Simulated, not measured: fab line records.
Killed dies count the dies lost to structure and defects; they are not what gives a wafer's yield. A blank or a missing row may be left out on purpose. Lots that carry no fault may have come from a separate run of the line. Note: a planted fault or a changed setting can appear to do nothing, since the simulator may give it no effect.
Chamber matching | flow nand-harc | NHARC_P_GATE_ETCH_32 on rie-si-03: 4 sister chambers
The step etches the open film in HBr/Cl2, target depth 150 nm, time 100.1 s. 16 wafers are shown with their chamber, then 8 later ones without.

EACH WAFER AND ITS CHAMBER
wafer  | chamber | drypump-motor-current-A (A) | oes-product-au (a.u.) | throttle-valve-pct (%)
L074.2 | 1       | 5.8                         | 1.017                 | 26.402
L074.5 | 0       | 5.8                         | 0.999                 | 26.403
L074.6 | 1       | 5.8                         | 0.998                 | 26.401
L075.1 | 3       | 6.4                         | 1.006                 | 26.419
L075.3 | 1       | 5.8                         | 1.017                 | 26.422
L075.5 | 0       | 5.8                         | 1.006                 | 26.401
L076.2 | 2       | 5.5                         | 1.013                 | 26.397
L076.4 | 0       | 5.8                         | 1.007                 | 26.408
L076.5 | 1       | 5.8                         | 1.019                 | 26.418
L077.2 | 3       | 6.4                         | 0.991                 | 26.418
L077.3 | 1       | 5.8                         | 1.005                 | 26.411
L077.6 | 1       | 5.7                         | 1.000                 | 26.411
L083.1 | 0       | 5.8                         | 0.998                 | 26.402
L083.2 | 2       | 5.5                         | 1.019                 | 26.424
L083.3 | 1       | 5.8                         | 1.009                 | 26.420
L089.2 | 2       | 5.5                         | 1.014                 | 26.402

SIGNATURES (averages over the wafers above)
reading                 | chamber 0 | chamber 1 | chamber 2 | chamber 3 | scatter within a chamber
drypump-motor-current-A | 5.800     | 5.786     | 5.500     | 6.400     | 0.0267
oes-product-au          | 1.00250   | 1.00929   | 1.01533   | 0.99850   | 0.00732
throttle-valve-pct      | 26.40350  | 26.41214  | 26.40767  | 26.41850  | 0.00849
Rule: a wafer's distance from a chamber is the root of the sum, over the readings, of the square of ((its reading less the chamber's mean) divided by the reading's scatter). If the next closest chamber is less than 2 further off than the closest, the wafer can't be placed; otherwise it belongs to the closest. How the scatter is found: for the shown wafers, subtract from each reading the mean of its chamber, square and add these, divide the total by (wafers less chambers), then take the root.

WAFERS WITH NO CHAMBER GIVEN
wafer  | drypump-motor-current-A (A) | oes-product-au (a.u.) | throttle-valve-pct (%)
L089.3 | 6.4                         | 1.001                 | 26.395
L089.5 | 5.8                         | 1.007                 | 26.404
L091.2 | 6.4                         | 1.011                 | 26.400
L091.4 | 5.5                         | 1.009                 | 26.406
L091.5 | 5.7                         | 1.013                 | 26.405
L096.2 | 5.5                         | 1.020                 | 26.400
L096.3 | 5.8                         | 1.008                 | 26.421
L096.5 | 5.8                         | 1.004                 | 26.401

EACH ONE'S CHAMBER
wafer  | from the rows above     | in truth
L089.3 | 3                       | 3
L089.5 | can't be placed: 0 or 1 | 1
L091.2 | 3                       | 3
L091.4 | 2                       | 2
L091.5 | can't be placed: 1 or 0 | 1
L096.2 | 2                       | 2
L096.3 | can't be placed: 1 or 0 | 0
L096.5 | can't be placed: 0 or 1 | 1
4 of 8 placed correctly. Unplaceable from these rows: 4, with the true chamber sitting among the candidates in 4. Wrongly placed: 0.
